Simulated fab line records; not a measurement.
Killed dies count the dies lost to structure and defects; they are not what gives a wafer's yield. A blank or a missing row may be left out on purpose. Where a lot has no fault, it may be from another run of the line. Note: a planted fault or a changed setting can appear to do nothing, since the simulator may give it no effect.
fab line records -- flow n5-finfet
[record] lots = 6, wafers = 18, last-day = 17
route steps=1938 shown BEOL_M4@1108 BEOL_M5@1112
lots that met no fault: from a run of the same line without faults
start-h: start of the lot's first displayed wafer, in hours after the record's first day -- wait-h: hours since the lot's step before -- " as in the row above -- L1.1+2: several wafers, shown together as one row -- - either no value or no given start -- * or withheld: withheld -- < > ~ a bound
route shown NAME@n: names a module that has steps shown in the file, with the first one's number in the route -- usual: mean/standard deviation of fault-free wafers -- same: alike in all rows -- chamber/n: place in a boat -- sites: per-site readings -- _std_site: standard deviation of those values -- _edge_site: mean of outer sites minus mean of inner sites -- radius-mm: how far each site lies from the wafer's centre -- mask NAME#n: copy n -- behind: the most recent tool/chamber to have shaped the wafer -- hold: reason for holding the lot/hours on hold/outcome of the hold -- device: transistor that didn't switch, given as n, p or np -- end of line: tests run on the same wafers once the route is complete -- a step without rows: its recipe alone -- killed: count of dies lost to structure and defects at first sort (not the wafer's yield) -- map: a wafer's dies, x killed, . not, _ none there
set.NAME: the setting that was run; set.NAME@STEP: the one run at that earlier step -- model.NAME: the simulator's own value behind a step, which no gauge read
lots seen at some steps along the route; tables by step, rows by wafer
services: when a tool's chamber went out of use (start-h, in hours from the record's first day, below 0 if earlier), for how many hours, and the reason
[[steps]]
[step N5_BEOL_M4_DEP_57]
[recipe] material = SiCN, target-thk-a = 80, temp-c = withheld, precursor = 3MS/NH3, pressure-torr = 3, rf-w = 202, time-s = 14
[usual] showerhead-plenum-p-Torr = 3.668/0.016, throttle-valve-pct = 8.9/0.45
lot.wafer,tool,chamber,start-h,wait-h,showerhead-plenum-p-Torr,throttle-valve-pct
L809.1,pecvd-01,2,185.53,0.0,3.680,8.1
L809.4,pecvd-01,0,185.53,0.0,3.684,9.8
L809.6,pecvd-01,1,185.53,0.0,3.681,9.9
L810.3,pecvd-02,0,200.12,0.0,3.662,8.8
L810.4,pecvd-02,2,200.12,0.0,3.663,8.5
L810.6,pecvd-02,0,200.12,0.0,3.656,8.8
L815.1,pecvd-03,0,216.73,0.0,3.668,8.5
L815.3,pecvd-03,0,216.73,0.0,3.662,8.8
L815.4,pecvd-03,1,216.73,0.0,3.702,9.1
L814.2,pecvd-02,2,229.58,0.0,3.672,8.8
L814.5,pecvd-02,0,229.58,0.0,3.666,8.9
L814.6,pecvd-02,2,229.58,0.0,3.667,9.3
L818.2,pecvd-02,0,236.68,0.0,3.655,8.9
L818.4,pecvd-02,1,236.68,0.0,3.651,8.7
L818.5,pecvd-02,2,236.68,0.0,3.676,8.8
L825.2,pecvd-01,0,281.52,0.0,3.672,10.3
L825.3,pecvd-01,1,281.52,0.0,3.685,9.9
L825.4,pecvd-01,0,281.52,0.0,3.700,9.9
[step N5_BEOL_M4_RS_MEAS_58]
[recipe] thk-meas-gauge = four-point-probe, reads = Co_of_BEOL_M4_CO_CAP_55+Cu_of_BEOL_M4_ECD_50+Co_of_BEOL_M4_CVD_47+TaN_of_BEOL_M4_ALD_84
[usual] M4_RS = 0.66/0.031
lot.wafer,tool,chamber,start-h,wait-h,M4_RS[ohm/sq]
L809.1,film-metro-01,-,185.60,0.0,0.66
L809.4,film-metro-01,-,185.60,0.0,0.65
L809.6,film-metro-01,-,185.60,0.0,0.66
L810.3,film-metro-02,-,200.19,0.1,0.68
L810.4,film-metro-02,-,200.19,0.1,0.67
L810.6,film-metro-02,-,200.19,0.1,0.68
L815.1,film-metro-01,-,216.82,0.1,0.66
L815.3,film-metro-01,-,216.82,0.1,0.65
L815.4,film-metro-01,-,216.82,0.1,0.70
L814.2,film-metro-02,-,229.64,0.1,0.67
L814.5,film-metro-02,-,229.64,0.1,0.69
L814.6,film-metro-02,-,229.64,0.1,0.70
L818.2,film-metro-02,-,236.74,0.1,0.69
L818.4,film-metro-02,-,236.74,0.1,0.68
L818.5,film-metro-02,-,236.74,0.1,0.70
L825.2,film-metro-02,-,281.59,0.1,0.63
L825.3,film-metro-02,-,281.59,0.1,0.64
L825.4,film-metro-02,-,281.59,0.1,0.63
[step N5_BEOL_M4_RC_MEAS_101]
[usual] DIBL_N = 36.3/1.8, DIBL_P = 36.5/2.1, IOFF_N = 0.16/0.031, IOFF_P = 0.22/0.038, ION_N = 677/12, ION_P = 466/7.8, SS_N = 71.5/0.61, SS_P = 73.2/0.7, VT_N = 249/3, VT_P = -248.9/3
lot.wafer,tool,chamber,start-h,wait-h,DIBL_N[mV/V],DIBL_P[mV/V],IOFF_N[nA/um],IOFF_P[nA/um],ION_N[uA/um],ION_P[uA/um],SS_N[mV/dec],SS_P[mV/dec],VT_N[mV],VT_P[mV]
L809.1,prober-02,0,185.65,0.0,40.0,42.0,0.23,0.29,682,465,73.2,75.0,244,-245.8
L809.4,prober-02,0,185.65,0.0,36.2,36.1,0.14,0.18,665,455,71.3,73.4,251,-252.4
L809.6,prober-02,0,185.65,0.0,36.7,37.3,0.15,0.19,653,449,72.1,73.7,250,-250.8
L810.3,prober-02,0,200.55,0.3,36.8,36.6,0.17,0.21,687,467,72.1,72.2,249,-249.6
L810.4,prober-02,0,200.55,0.3,37.7,38.0,0.19,0.23,686,461,72.6,72.2,247,-247.9
L810.6,prober-02,0,200.55,0.3,35.1,34.8,0.15,0.18,679,466,71.0,72.4,248,-252.8
L815.1,prober-02,0,216.87,0.0,37.0,39.4,0.22,0.31,692,484,71.1,73.6,242,-241.3
L815.3,prober-02,0,216.87,0.0,37.5,40.0,0.22,0.31,707,490,71.5,73.4,241,-240.8
L815.4,prober-02,0,216.87,0.0,36.3,38.1,0.19,0.28,680,473,71.8,73.4,246,-241.1
L814.2,prober-01,0,229.85,0.2,37.1,36.9,0.16,0.22,669,460,72.0,73.5,251,-249.3
L814.5,prober-01,0,229.85,0.2,34.6,33.6,0.13,0.17,677,467,71.5,72.5,252,-251.9
L814.6,prober-01,0,229.85,0.2,38.5,37.9,0.19,0.25,669,463,72.2,73.8,246,-248.2
L818.2,prober-01,0,236.95,0.2,36.4,35.9,0.14,0.20,676,473,71.2,72.5,251,-250.9
L818.4,prober-01,0,236.95,0.2,39.8,38.5,0.19,0.24,682,465,71.5,73.9,247,-249.4
L818.5,prober-01,0,236.95,0.2,37.5,35.8,0.15,0.19,674,460,71.9,73.0,253,-252.9
L825.2,prober-01,0,281.80,0.2,37.6,36.4,0.19,0.24,674,467,70.9,73.4,247,-246.8
L825.3,prober-01,0,281.80,0.2,37.2,36.3,0.18,0.24,689,471,71.5,72.4,249,-247.9
L825.4,prober-01,0,281.80,0.2,36.9,36.1,0.17,0.25,687,482,71.7,72.9,247,-246.1
[step N5_BEOL_M5_ILD_DEP_00]
[recipe] material = SiCOH_lowk, target-thk-a = 1406.4, temp-c = 300, precursor = DEMS/porogen, pressure-torr = 5, rf-w = 500, time-s = 25.9
[usual] heater-power-w = 326/41, showerhead-plenum-p-Torr = 5.742/0.016, throttle-valve-pct = 13.9/0.91
lot.wafer,tool,chamber,start-h,wait-h,heater-power-w,showerhead-plenum-p-Torr,throttle-valve-pct
L809.1,pecvd-02,2,186.61,0.8,337,5.755,13.5
L809.4,pecvd-02,1,186.61,0.8,353,5.720,13.1
L809.6,pecvd-02,2,186.61,0.8,339,5.744,13.4
L810.3,pecvd-01,2,201.20,0.5,314,5.755,12.3
L810.4,pecvd-01,0,201.20,0.5,284,5.753,15.4
L810.6,pecvd-01,1,201.20,0.5,269,5.755,15.0
L815.1,pecvd-02,0,217.83,0.8,350,5.718,13.2
L815.3,pecvd-02,2,217.83,0.8,323,5.745,13.7
L815.4,pecvd-02,0,217.83,0.8,355,5.737,13.3
L814.2,pecvd-01,0,230.66,0.7,295,5.749,15.4
L814.5,pecvd-01,1,230.66,0.7,268,5.760,15.0
L814.6,pecvd-01,0,230.66,0.7,303,5.762,15.3
L818.2,pecvd-02,0,237.76,0.7,383,5.736,13.4
L818.4,pecvd-02,0,237.76,0.7,385,5.745,13.4
L818.5,pecvd-02,1,237.76,0.7,322,5.719,13.2
L825.2,pecvd-04,0,282.60,0.7,311,5.761,14.3
L825.3,pecvd-04,1,282.60,0.7,316,5.724,14.4
L825.4,pecvd-04,0,282.60,0.7,322,5.759,14.4
[step N5_BEOL_M5_CURE_79]
[recipe] temp-c = 385, time-s = 240, ambient = He/Ar, material = SiCOH_lowk
[step N5_BEOL_M5_THK_MEAS_01]
[recipe] reads = SiCOH_lowk_of_BEOL_M5_ILD_DEP_00
[usual] M5_ILD_THK = 120.7/1.8
lot.wafer,tool,chamber,start-h,wait-h,M5_ILD_THK[nm]
L809.1,film-metro-01,-,187.18,0.4,119.4
L809.4,film-metro-01,-,187.18,0.4,124.2
L809.6,film-metro-01,-,187.18,0.4,121.6
L810.3,film-metro-02,-,201.77,0.3,118.1
L810.4,film-metro-02,-,201.77,0.3,120.8
L810.6,film-metro-02,-,201.77,0.3,123.1
L815.1,film-metro-01,-,218.41,0.4,117.9
L815.3,film-metro-01,-,218.41,0.4,116.9
L815.4,film-metro-01,-,218.41,0.4,119.2
L814.2,film-metro-01,-,231.28,0.4,118.7
L814.5,film-metro-01,-,231.28,0.4,123.1
L814.6,film-metro-01,-,231.28,0.4,121.6
L818.2,film-metro-02,-,238.33,0.4,117.8
L818.4,film-metro-02,-,238.33,0.4,120.8
L818.5,film-metro-02,-,238.33,0.4,123.7
L825.2,film-metro-02,-,283.34,0.4,118.9
L825.3,film-metro-02,-,283.34,0.4,120.8
L825.4,film-metro-02,-,283.34,0.4,120.6
[step N5_BEOL_M5_PECVD_70]
[recipe] material = SiO2, target-thk-a = 160, temp-c = 400, precursor = TEOS/O2, pressure-torr = 5.5, rf-w = 450, teos-flow-sccm = 53.8, gas = O2, flow-sccm = 3000, time-s = 18
[usual] heater-power-w = 742/81, showerhead-plenum-p-Torr = 8.80/0.059, throttle-valve-pct = 22.4/1.5
lot.wafer,tool,chamber,start-h,wait-h,heater-power-w,showerhead-plenum-p-Torr,throttle-valve-pct
L809.1,pecvd-01,1,187.22,0.0,580,8.86,24.5
L809.4,pecvd-01,0,187.22,0.0,724,8.84,24.9
L809.6,pecvd-01,2,187.22,0.0,785,8.84,20.0
L810.3,pecvd-02,0,201.81,0.0,876,8.75,21.6
L810.4,pecvd-02,1,201.81,0.0,836,8.72,21.6
L810.6,pecvd-02,2,201.81,0.0,718,8.81,21.7
L815.1,pecvd-04,2,218.44,0.0,779,8.78,22.6
L815.3,pecvd-04,0,218.44,0.0,712,8.82,22.8
L815.4,pecvd-04,1,218.44,0.0,714,8.75,23.0
L814.2,pecvd-02,1,231.32,0.0,794,8.69,21.3
L814.5,pecvd-02,0,231.32,0.0,782,8.74,21.7
L814.6,pecvd-02,2,231.32,0.0,788,8.82,21.8
L818.2,pecvd-01,1,238.38,0.1,600,8.84,24.4
L818.4,pecvd-01,0,238.38,0.1,649,8.86,24.7
L818.5,pecvd-01,1,238.38,0.1,587,8.87,24.4
L825.2,pecvd-01,0,283.37,0.0,772,8.84,24.9
L825.3,pecvd-01,1,283.37,0.0,650,8.86,24.2
L825.4,pecvd-01,2,283.37,0.0,752,8.83,20.3
[step N5_BEOL_M5_HM_DEP_02]
[recipe] material = TiN, target-thk-a = 200, temp-c = 25, chamber-pressure-pa = 0.49996
[usual] throttle-valve-pct = 30.1/0.97
lot.wafer,tool,chamber,start-h,wait-h,throttle-valve-pct
L809.1,pvd-sputter-01,-,188.63,1.4,30.7
L809.4,pvd-sputter-01,-,188.63,1.4,31.1
L809.6,pvd-sputter-01,-,188.63,1.4,29.6
L810.3,pvd-sputter-02,-,202.67,0.8,27.9
L810.4,pvd-sputter-02,-,202.67,0.8,29.8
L810.6,pvd-sputter-02,-,202.67,0.8,28.1
L815.1,pvd-sputter-02,-,220.86,2.4,30.0
L815.3,pvd-sputter-02,-,220.86,2.4,31.6
L815.4,pvd-sputter-02,-,220.86,2.4,29.4
L814.2,pvd-sputter-01,-,233.37,2.0,30.5
L814.5,pvd-sputter-01,-,233.37,2.0,30.9
L814.6,pvd-sputter-01,-,233.37,2.0,29.9
L818.2,pvd-sputter-01,-,239.69,1.3,29.8
L818.4,pvd-sputter-01,-,239.69,1.3,30.6
L818.5,pvd-sputter-01,-,239.69,1.3,29.6
L825.2,pvd-sputter-01,-,284.17,0.8,29.4
L825.3,pvd-sputter-01,-,284.17,0.8,30.9
L825.4,pvd-sputter-01,-,284.17,0.8,29.7
[step N5_BEOL_M5_COAT_59]
[recipe] resist = SOC, temp-c = 250, time-s = 60, spin-rpm = 1500, resist-thk-nm = 60
[step N5_BEOL_M5_COAT_60]
[recipe] resist = SiARC, temp-c = 220, time-s = 60, spin-rpm = 1500, resist-thk-nm = 12
[step N5_BEOL_M5_COAT_71]
[recipe] resist = underlayer, temp-c = 205, time-s = 60, spin-rpm = 1500, resist-thk-nm = 5
[step N5_BEOL_M5_COAT_05]
[recipe] resist = CAR-EUV, spin-rpm = 1500, resist-thk-nm = 30
[usual] resist-line-temp-C = 23.00/0.12, spin-speed-rpm = 1500.1/0.96
lot.wafer,tool,chamber,start-h,wait-h,resist-line-temp-C,spin-speed-rpm,model.CAR-EUV_of_BEOL_M5_COAT_05.thk-nm
L809.1,litho-track-05,0,188.77,-,22.89,1502.0,30
L809.4,litho-track-05,0,188.77,-,23.00,1499.5,30
L809.6,litho-track-05,0,188.77,-,22.98,1501.8,30
L810.3,litho-track-01,0,202.81,-,22.62,1500.0,30
L810.4,litho-track-01,0,202.81,-,22.78,1499.2,30
L810.6,litho-track-01,0,202.81,-,22.80,1500.8,30
L815.1,litho-track-05,0,220.99,-,22.77,1466.3,30.4
L815.3,litho-track-05,0,220.99,-,22.86,1464.4,30.4
L815.4,litho-track-05,0,220.99,-,23.14,1465.6,30.4
L814.2,litho-track-05,0,233.52,-,22.89,1467.7,30.4
L814.5,litho-track-05,0,233.52,-,22.80,1466.9,30.6
L814.6,litho-track-05,0,233.52,-,22.77,1467.0,30.6
L818.2,litho-track-01,0,239.83,-,23.04,1500.9,30
L818.4,litho-track-01,0,239.83,-,23.10,1497.7,30
L818.5,litho-track-01,0,239.83,-,23.02,1499.9,30
L825.2,litho-track-01,0,284.30,-,23.09,1499.1,30
L825.3,litho-track-01,0,284.30,-,23.11,1499.6,30
L825.4,litho-track-01,0,284.30,-,23.16,1499.7,30
[step N5_BEOL_M5_EBR_07]
[recipe] solvent = PGMEA, ebr-width-mm = 1.5
[step N5_BEOL_M5_SOFTBAKE_06]
[recipe] temp-c = 110, time-s = 60, resist = CAR-EUV
[step N5_BEOL_M5_EXPOSE_08]
[recipe] mask-id = M5, na = 0.33, source-shape = annular, sigma-inner = 0.4, sigma-outer = 0.8, polarization = unpolarized, target-cd-nm = 28, dose-mj = 35.75
[step N5_BEOL_M5_PEB_09]
[recipe] peb-temp-c = 100, peb-time-s = 60, resist = CAR-EUV
[step N5_BEOL_M5_DEVELOP_10]
[recipe] develop-time-s = 30, developer = TMAH, resist = CAR-EUV, rinse-liquid = surfactant-rinse, dry = air-spin, dev-temp-c = 23
[step N5_BEOL_M5_CD_MEAS_11]
[recipe] target-cd-nm = 27.74, landing-energy-ev = 500, detector = se-inlens
[usual] cd-nm = 27.99/0.24
lot.wafer,tool,chamber,start-h,wait-h,cd-nm
L809.1,cd-sem-01,0,189.02,-,27.91
L809.4,cd-sem-01,0,189.02,-,27.79
L809.6,cd-sem-01,0,189.02,-,28.18
L810.3,cd-sem-02,0,203.07,-,28.04
L810.4,cd-sem-02,0,203.07,-,27.85
L810.6,cd-sem-02,0,203.07,-,27.93
L815.1,cd-sem-03,0,221.40,-,28.59
L815.3,cd-sem-03,0,221.40,-,27.99
L815.4,cd-sem-03,0,221.40,-,27.71
L814.2,cd-sem-02,0,233.90,-,28.03
L814.5,cd-sem-02,0,233.90,-,27.83
L814.6,cd-sem-02,0,233.90,-,27.68
L818.2,cd-sem-02,0,240.08,-,27.68
L818.4,cd-sem-02,0,240.08,-,27.96
L818.5,cd-sem-02,0,240.08,-,27.84
L825.2,cd-sem-03,0,284.56,-,27.98
L825.3,cd-sem-03,0,284.56,-,28.42
L825.4,cd-sem-03,0,284.56,-,27.76
[step N5_BEOL_M5_OVL_MEAS_12]
[recipe] points-per-wafer = 522
[usual] M5_OVL = -0.4/0.58
lot.wafer,tool,chamber,start-h,wait-h,M5_OVL[nm]
L809.1,overlay-01,0,189.05,0.0,-1.0
L809.4,overlay-01,0,189.05,0.0,-0.6
L809.6,overlay-01,0,189.05,0.0,-1.1
L810.3,overlay-01,0,203.11,0.0,0.7
L810.4,overlay-01,0,203.11,0.0,-0.2
L810.6,overlay-01,0,203.11,0.0,-0.8
L815.1,overlay-02,0,221.43,0.0,-0.1
L815.3,overlay-02,0,221.43,0.0,-0.1
L815.4,overlay-02,0,221.43,0.0,0.2
L814.2,overlay-01,0,233.93,0.0,-0.1
L814.5,overlay-01,0,233.93,0.0,-0.5
L814.6,overlay-01,0,233.93,0.0,-0.4
L818.2,overlay-02,0,240.12,0.0,0.2
L818.4,overlay-02,0,240.12,0.0,-0.6
L818.5,overlay-02,0,240.12,0.0,-0.8
L825.2,overlay-02,0,284.59,0.0,-0.1
L825.3,overlay-02,0,284.59,0.0,-0.2
L825.4,overlay-02,0,284.59,0.0,0.2
[step N5_BEOL_M5_DESCUM_16]
[recipe] chemistry = O2, time-s = 7, source-power-w = 50, bias-power-w = 20, pressure-mtorr = 20, rf-frequency-hz = 2.712e+07, temp-c = 40, resist = CAR-EUV, o2-flow-sccm = 225
[usual] drypump-motor-current-A = 5.8/0.36, oes-product-au = 0.77/0.092, rf-vpp-V = 242.9/1.4, showerhead-plenum-p-Torr = 2.08/0.065, throttle-valve-pct = 20.50/0.26
lot.wafer,tool,chamber,start-h,wait-h,drypump-motor-current-A,oes-product-au,rf-hours-counter-h,rf-vpp-V,showerhead-plenum-p-Torr,throttle-valve-pct,model.CAR-EUV_of_BEOL_M5_COAT_05.thk-nm
L809.1,rie-diel-06,2,189.28,0.2,5.5,0.81,80,241.5,2.03,20.37,26
L809.4,rie-diel-06,0,189.28,0.2,5.4,0.70,192,241.9,2.08,20.85,26
L809.6,rie-diel-06,3,189.28,0.2,6.0,0.71,-,241.3,1.98,20.67,26
L810.3,rie-diel-03,3,203.21,0.1,6.3,0.94,5,244.5,2.15,19.99,26
L810.4,rie-diel-03,1,203.21,0.1,5.7,0.68,208,244.0,2.15,20.45,26.2
L810.6,rie-diel-03,1,203.21,0.1,5.7,0.69,-,244.4,2.15,20.46,26.2
L815.1,rie-diel-03,3,221.53,0.0,6.3,0.93,11,242.7,2.14,20.00,26.6
L815.3,rie-diel-03,1,221.53,0.0,5.7,0.70,213,244.2,2.14,20.48,26.6
L815.4,rie-diel-03,0,221.53,0.0,6.2,0.68,249,241.9,2.16,20.93,26.6
L814.2,rie-diel-03,1,234.03,0.0,5.7,0.69,217,244.7,2.14,20.47,26.6
L814.5,rie-diel-03,3,234.03,0.0,6.3,0.92,-,245.0,2.14,20.00,26.6
L814.6,rie-diel-03,2,234.03,0.0,5.7,0.81,-,241.4,2.04,20.37,26.6
L818.2,rie-diel-03,1,240.42,0.2,5.7,0.69,219,244.3,2.14,20.47,26
L818.4,rie-diel-03,3,240.42,0.2,6.3,0.91,-,245.0,2.14,20.02,26.2
L818.5,rie-diel-03,2,240.42,0.2,5.7,0.80,-,243.0,2.04,20.35,26
L825.2,rie-diel-04,2,284.93,0.3,6.4,0.96,9,244.9,2.13,20.32,26.2
L825.3,rie-diel-04,0,284.93,0.3,6.1,0.83,97,243.9,2.12,20.06,26.2
L825.4,rie-diel-04,1,284.93,0.3,6.3,0.72,174,244.5,2.16,20.38,26
[step N5_BEOL_M5_ETCH_72]
[recipe] chemistry = N2/H2, target = underlayer, target-depth-a = 65, mask-material = CAR-EUV, time-s = 5.2, ion-energy-ev = 200, pressure-mtorr = 30, source-w = 840, bias-w = 150, n2-flow-sccm = 200, h2-flow-sccm = 200, ends = cleared
[usual] drypump-motor-current-A = 5.8/0.36, etch-rf-on-time-s = 5.27/0.19, oes-product-au = 0.65/0.079, rf-vpp-V = 523.6/2.5, showerhead-plenum-p-Torr = 2.53/0.079, throttle-valve-pct = 17.92/0.29
lot.wafer,tool,chamber,start-h,wait-h,drypump-motor-current-A,etch-rf-on-time-s,oes-product-au,rf-hours-counter-h,rf-vpp-V,showerhead-plenum-p-Torr,throttle-valve-pct
L809.1,rie-diel-06,2,189.32,0.0,5.5,5.03,0.70,80,523.4,2.47,17.74
L809.4,rie-diel-06,0,189.32,0.0,5.4,5.12,0.61,192,523.3,2.51,18.17
L809.6,rie-diel-06,3,189.32,0.0,6.0,5.36,0.59,-,522.3,2.43,18.16
L810.3,rie-diel-03,3,203.25,0.0,6.3,5.45,0.79,5,525.8,2.60,17.33
L810.4,rie-diel-03,1,203.25,0.0,5.7,5.55,0.57,208,526.5,2.64,18.08
L810.6,rie-diel-03,1,203.25,0.0,5.7,5.56,0.57,-,526.3,2.64,18.07
L815.1,rie-diel-03,3,221.56,0.0,6.3,5.39,0.77,11,524.4,2.60,17.38
L815.3,rie-diel-03,1,221.56,0.0,5.8,5.48,0.58,213,525.1,2.63,18.07
L815.4,rie-diel-03,0,221.56,0.0,6.2,5.25,0.58,249,523.9,2.61,18.29
L814.2,rie-diel-03,1,234.06,0.0,5.7,5.51,0.58,217,526.7,2.63,18.08
L814.5,rie-diel-03,3,234.06,0.0,6.3,5.44,0.78,-,522.9,2.60,17.36
L814.6,rie-diel-03,2,234.06,0.0,5.7,4.99,0.70,-,522.3,2.46,17.62
L818.2,rie-diel-03,1,240.46,0.0,5.7,5.53,0.57,219,527.3,2.63,18.07
L818.4,rie-diel-03,3,240.46,0.0,6.3,5.43,0.75,-,526.1,2.60,17.38
L818.5,rie-diel-03,2,240.46,0.0,5.7,4.98,0.70,-,519.4,2.46,17.63
L825.2,rie-diel-04,2,284.96,0.0,6.4,5.08,0.81,9,526.1,2.61,17.85
L825.3,rie-diel-04,0,284.96,0.0,6.1,5.37,0.69,97,524.9,2.58,17.53
L825.4,rie-diel-04,1,284.96,0.0,6.3,5.40,0.60,174,527.1,2.63,17.75
[[services]]
tool,chamber,start-h,hours,kind
rie-diel-03,3,166.76,-,clean
rie-diel-03,3,166.76,-,consumable-replace:focus-ring
rie-diel-03,3,166.76,20.0,scheduled-down
rie-diel-03,3,166.76,20.0,vent-cycle
pecvd-03,-,186.52,0.8,repair
pecvd-03,2,202.38,-,clean
pecvd-03,2,202.38,-,consumable-replace:showerhead
pecvd-03,2,202.38,29.0,scheduled-down
rie-diel-06,0,211.47,8.5,repair
pecvd-01,0,221.01,1.7,repair
rie-diel-03,0,224.48,-,clean
rie-diel-03,0,224.48,-,consumable-replace:focus-ring
rie-diel-03,0,224.48,20.7,scheduled-down
rie-diel-03,0,224.48,20.7,vent-cycle
pecvd-01,-,224.83,0.8,repair
pecvd-04,-,227.99,28.1,pm
pecvd-01,2,230.32,2.1,scheduled-down
rie-diel-04,2,234.06,-,clean
rie-diel-04,2,234.06,-,consumable-replace:focus-ring
rie-diel-04,2,234.06,14.5,scheduled-down
rie-diel-04,2,234.06,14.5,vent-cycle
pecvd-01,-,243.92,14.6,pm
rie-diel-03,-,272.06,0.8,repair
pecvd-04,-,272.95,0.7,repair
[[key]]
[first-sign] step = N5_BEOL_M5_COAT_05, reading = spin-speed-rpm, direction = down, sigmas = 35, usual = *, struck = *
effect none on later readings
[model-effect] step = N5_BEOL_M5_COAT_05, value = CAR-EUV_of_BEOL_M5_COAT_05.thk-nm, without = 30.13, struck = 30.47
[model-effect] step = N5_BEOL_M5_DESCUM_16, value = CAR-EUV_of_BEOL_M5_COAT_05.thk-nm, without = 26.2, struck = 26.6
met-at N5_BEOL_M5_COAT_05
struck-wafers L814.2,L814.5,L814.6,L815.1,L815.3,L815.4
rows-end L814.2,L814.5,L814.6,L815.1,L815.3,L815.4
onset-between 188.77 220.99
[earlier-fault] kind = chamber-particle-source, tool = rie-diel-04, chamber = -, onset-h = 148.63, steps = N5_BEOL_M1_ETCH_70, rate-per-visit-cm2 = 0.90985, until-the-next-wet-clean = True
[fault] kind = process-parameter-drift, tool = litho-track-05, chamber = -, onset-h = 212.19, steps = N5_BEOL_M5_COAT_05, channel = spin-rpm, offset = *, shape = step, acts-in = *, stated = *
// rows-end: these wafers met a further fault down the route, and their rows from its step on are left out
